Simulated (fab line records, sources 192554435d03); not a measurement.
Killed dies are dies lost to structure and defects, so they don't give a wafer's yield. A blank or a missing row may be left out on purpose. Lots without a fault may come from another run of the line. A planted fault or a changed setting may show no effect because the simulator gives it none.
Chamber matching | flow n5_finfet | N5_BEOL_M9_PECVD_70 on pecvd-02: 3 sister chambers
The step deposits SiO2 from TEOS/O2, target thk 20 nm, time 22.7 s. 20 wafers are shown with their chamber, then 10 later ones without.

WAFERS WITH THEIR CHAMBER
wafer  | chamber | showerhead_plenum_p_Torr (Torr) | throttle_valve_pct (%) | heater_power_w (W)
L077.2 | 2       | 8.68                            | 21.5                   | 638
L077.4 | 0       | 8.79                            | 21.9                   | 771
L077.5 | 2       | 8.69                            | 21.5                   | 635
L079.1 | 1       | 8.91                            | 22.5                   | 746
L079.3 | 2       | 8.69                            | 21.2                   | 584
L079.4 | 1       | 8.92                            | 22.7                   | 735
L082.1 | 1       | 8.93                            | 22.6                   | 626
L082.2 | 0       | 8.78                            | 22.0                   | 685
L082.3 | 2       | 8.67                            | 21.6                   | 576
L082.4 | 1       | 8.93                            | 22.6                   | 623
L082.5 | 0       | 8.78                            | 22.2                   | 660
L082.6 | 2       | 8.68                            | 21.6                   | 590
L085.2 | 0       | 8.75                            | 21.9                   | 747
L085.3 | 0       | 8.73                            | 22.0                   | 734
L085.5 | 1       | 8.91                            | 22.7                   | 629
L083.4 | 2       | 8.69                            | 21.7                   | 654
L083.5 | 1       | 8.93                            | 22.6                   | 723
L083.6 | 0       | 8.77                            | 21.9                   | 827
L084.3 | 1       | 8.89                            | 22.6                   | 675
L084.4 | 2       | 8.66                            | 21.5                   | 646

SIGNATURES (means of the wafers above)
reading                  | chamber 0 | chamber 1 | chamber 2 | scatter within a chamber
showerhead_plenum_p_Torr | 8.7667    | 8.9171    | 8.6800    | 0.0166
throttle_valve_pct       | 21.983    | 22.614    | 21.514    | 0.12
heater_power_w           | 737.33    | 679.57    | 617.57    | 50
Rule: a wafer's distance from a chamber is the root of the sum, over the readings, of the square of ((its reading less the chamber's mean) divided by the reading's scatter). The wafer belongs to the nearest chamber; if the next one is less than 2 further off, it can't be placed. The scatter: the root of (the sum of the squares of (reading less its chamber's mean) over the shown wafers, divided by (wafers less chambers)).

WAFERS WITHOUT THEIR CHAMBER
wafer  | showerhead_plenum_p_Torr (Torr) | throttle_valve_pct (%) | heater_power_w (W)
L084.5 | 8.91                            | 22.6                   | 684
L087.1 | 8.93                            | 22.6                   | 613
L087.3 | 8.65                            | 21.7                   | 678
L087.6 | 8.77                            | 22.0                   | 740
L088.2 | 8.74                            | 22.4                   | 654
L088.4 | 8.69                            | 21.6                   | 586
L088.5 | 8.92                            | 22.6                   | 758
L094.1 | 8.67                            | 21.9                   | 648
L094.5 | 8.68                            | 21.6                   | 667
L094.6 | 8.75                            | 22.4                   | 674

WHICH CHAMBER EACH WENT THROUGH
wafer  | from the rows above | in truth
L084.5 | 1                   | 1
L087.1 | 1                   | 1
L087.3 | 2                   | 2
L087.6 | 0                   | 0
L088.2 | 0                   | 0
L088.4 | 2                   | 2
L088.5 | 1                   | 1
L094.1 | 2                   | 2
L094.5 | 2                   | 2
L094.6 | 0                   | 0
Placed correctly: 10 of 10. Can't be placed from these rows: 0. Placed wrongly: 0.
